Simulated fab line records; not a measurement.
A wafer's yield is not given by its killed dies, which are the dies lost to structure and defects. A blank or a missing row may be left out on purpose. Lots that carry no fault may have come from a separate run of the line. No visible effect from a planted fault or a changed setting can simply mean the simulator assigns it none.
Chamber matching / flow n5Finfet / rieDiel-03 running N5_BEOL_M11_STRIP_36: 4 sister chambers
The step strips in N2/H2. 8 wafers are shown with their chamber, then 9 later ones without.

== WAFERS, EACH WITH ITS CHAMBER ==
wafer=L078.6; chamber=3; showerheadPlenumPTorr (Torr)=2.61; drypumpMotorCurrentA (A)=5.84
wafer=L082.6; chamber=2; showerheadPlenumPTorr (Torr)=2.57; drypumpMotorCurrentA (A)=6.02
wafer=L086.1; chamber=3; showerheadPlenumPTorr (Torr)=2.61; drypumpMotorCurrentA (A)=5.87
wafer=L086.2; chamber=1; showerheadPlenumPTorr (Torr)=2.50; drypumpMotorCurrentA (A)=5.50
wafer=L086.5; chamber=2; showerheadPlenumPTorr (Torr)=2.56; drypumpMotorCurrentA (A)=6.02
wafer=L091.4; chamber=0; showerheadPlenumPTorr (Torr)=2.40; drypumpMotorCurrentA (A)=5.76
wafer=L091.5; chamber=0; showerheadPlenumPTorr (Torr)=2.40; drypumpMotorCurrentA (A)=5.74
wafer=L091.6; chamber=1; showerheadPlenumPTorr (Torr)=2.49; drypumpMotorCurrentA (A)=5.47

== WAFERS WHOSE CHAMBER IS MISSING ==
wafer=L092.2; showerheadPlenumPTorr (Torr)=2.60; drypumpMotorCurrentA (A)=5.84
wafer=L092.3; showerheadPlenumPTorr (Torr)=2.40; drypumpMotorCurrentA (A)=5.74
wafer=L092.5; showerheadPlenumPTorr (Torr)=2.60; drypumpMotorCurrentA (A)=5.81
wafer=L095.3; showerheadPlenumPTorr (Torr)=2.40; drypumpMotorCurrentA (A)=5.70
wafer=L095.4; showerheadPlenumPTorr (Torr)=2.49; drypumpMotorCurrentA (A)=5.48
wafer=L095.5; showerheadPlenumPTorr (Torr)=2.40; drypumpMotorCurrentA (A)=5.74
wafer=L096.3; showerheadPlenumPTorr (Torr)=2.60; drypumpMotorCurrentA (A)=5.82
wafer=L096.5; showerheadPlenumPTorr (Torr)=2.55; drypumpMotorCurrentA (A)=6.05
wafer=L096.6; showerheadPlenumPTorr (Torr)=2.49; drypumpMotorCurrentA (A)=5.46

== WHICH CHAMBER EACH ONE RAN IN ==
wafer=L092.2; from the rows above=3; in truth=3
wafer=L092.3; from the rows above=0; in truth=0
wafer=L092.5; from the rows above=3; in truth=3
wafer=L095.3; from the rows above=0; in truth=0
wafer=L095.4; from the rows above=1; in truth=1
wafer=L095.5; from the rows above=0; in truth=0
wafer=L096.3; from the rows above=3; in truth=3
wafer=L096.5; from the rows above=2; in truth=2
wafer=L096.6; from the rows above=1; in truth=1
Correctly placed: 9 of 9. Left unplaced by these rows: 0. 0 placed wrongly.
How it was worked out, from the rows above alone: a wafer's distance from a chamber is the root of the sum, over the readings, of the square of ((its reading less the chamber's mean) divided by the reading's scatter). The wafer belongs to the nearest chamber; if the next one is less than 2 further off, it can't be placed. Each chamber's mean is taken over the wafers shown for it. How the scatter is found: for the shown wafers, subtract from each reading the mean of its chamber, square and add these, divide the total by (wafers less chambers), then take the root.
